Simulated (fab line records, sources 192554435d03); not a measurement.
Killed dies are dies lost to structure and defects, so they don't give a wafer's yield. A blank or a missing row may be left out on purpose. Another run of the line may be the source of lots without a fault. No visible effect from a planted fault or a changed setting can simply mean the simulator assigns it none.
8D (eight disciplines) problem report, filled in by code :: flow n5_finfet :: the parts of the form that need people (team, actions taken, sign-off) are left out

1. WHAT IS WRONG
Mean of spin_speed_rpm at N5_BEOL_M1_COAT_61: 1282.9 rpm across 6 wafers in 2 lots; on wafers with no fault it is 1500.2 rpm (standard deviation 0.96). That is -99 or more standard deviations from the usual mean.
The step: time 60 s, resist thk 60 nm.
Earliest sighting: wafer L958.1 on litho_track-02 at day 9 11:33. The record holds 12 wafers of 4 lots with a number at this step. The rule behind "out" and "out of limits": a value lying over 4 standard deviations away from the usual mean. All remaining wafers that have a number are taken as sound.

2. WHAT IT IS AND WHAT IT IS NOT
question: which readings at this step
is: spin_speed_rpm
is not: -

question: which lots
is: L958, L961
is not: L952, L964

question: which wafers of those lots
is: all that have a number
is not: -

question: read on which tools
is: litho_track-02
is not: litho_track-04

question: when
is: from day 9 11:33
is not: up to then (3 sound wafers); but 3 sound wafers of L964 came after

3. THE SUSPECTS, EACH WITH WHAT RULES IT OUT
Counting: any tool at a process step up to the reading is kept as a suspect provided that every lot that is out went through it and no sound lot did after the first of them.
- litho_track-02 at N5_BEOL_M1_COAT_61 (time 60 s, resist thk 60 nm): kept. Every lot that is out went through it, starting with L958 (day 9 11:33), and after that it ran no sound lot; the last sound lot it ran before then is L952 (day 8 05:30). Its own readings are out on those wafers: spin_speed_rpm.
Left after counting: litho_track-02 at N5_BEOL_M1_COAT_61.

4. THE CAUSE (what the simulator had put in)
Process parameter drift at N5_BEOL_M1_COAT_61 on litho_track-02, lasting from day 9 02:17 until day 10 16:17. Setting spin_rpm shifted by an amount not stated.
The count eliminated every tool but this one.

5. THE EFFECT CHAIN, in route order
One row per reading whose mean, taken over the struck wafers that have a number, lies over 3 standard deviations from the usual. Readings are gone through only where the record gives a usual standard deviation; hours: the median, over the lots, of the time from a lot's start at the first step in this table giving one to that lot's start at this step; sigmas: the change measured in usual standard deviations.
hours: 0
step: N5_BEOL_M1_COAT_61
reading: spin_speed_rpm
usual: 1500.2 rpm
on struck wafers: 1282.9
change: -217.3
sigmas: -99 or more
The process steps in it:
- N5_BEOL_M1_COAT_61: time 60 s, resist thk 60 nm.
At these later measuring or inspecting steps, every struck wafer for which the step has a row has a number for every such reading, and none has moved that far: N5_BEOL_M4_RC_MEAS_101.

6. WHAT WOULD HAVE CAUGHT IT SOONER
The fault began at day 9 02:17; the first out-of-limits reading in this record came at day 9 11:33, 9 hours later.
